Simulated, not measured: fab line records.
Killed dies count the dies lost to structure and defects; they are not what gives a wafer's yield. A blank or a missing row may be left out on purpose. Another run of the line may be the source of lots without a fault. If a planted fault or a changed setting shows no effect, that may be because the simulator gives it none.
Chamber matching    flow n5Finfet    N5_BEOL_M6_PECVD_70 on pecvd-03: 3 sister chambers
The step deposits SiO2 from TEOS/O2, target thk 20 nm, time 22.7 s. 6 wafers are shown with their chamber, then 9 later ones without.

## WAFERS, EACH WITH ITS CHAMBER
wafer   chamber  showerheadPlenumPTorr (Torr)  throttleValvePct (%)
L080.5  2        8.76                          21.1
L085.4  0        8.88                          22.3
L085.6  1        8.87                          21.9
L088.3  0        8.87                          22.4
L088.5  2        8.74                          21.0
L088.6  1        8.85                          21.9

## WAFERS WITHOUT THEIR CHAMBER
wafer   showerheadPlenumPTorr (Torr)  throttleValvePct (%)
L087.3  8.86                          22.2
L087.4  8.87                          22.4
L087.6  8.89                          22.0
L079.1  8.74                          21.2
L079.2  8.85                          22.0
L079.6  8.84                          22.1
L096.1  8.85                          22.2
L096.3  8.74                          21.0
L096.6  8.88                          22.4

## WHICH CHAMBER EACH ONE RAN IN
wafer   from the rows above      in truth
L087.3  0                        0
L087.4  0                        0
L087.6  1                        1
L079.1  2                        2
L079.2  1                        1
L079.6  can't be placed: 1 or 0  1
L096.1  can't be placed: 0 or 1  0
L096.3  2                        2
L096.6  0                        0
Correct placement for 7 of the 9. Not placeable from these rows: 2 (in 2, the candidates include the true chamber). 0 placed wrongly.
How it was worked out, from the rows above alone: a wafer's distance from a chamber is the root of the sum, over the readings, of the square of ((its reading less the chamber's mean) divided by the reading's scatter). If the next closest chamber is less than 2 further off than the closest, the wafer can't be placed; otherwise it belongs to the closest. A chamber's mean is the mean of its shown wafers. How the scatter is found: for the shown wafers, subtract from each reading the mean of its chamber, square and add these, divide the total by (wafers less chambers), then take the root.
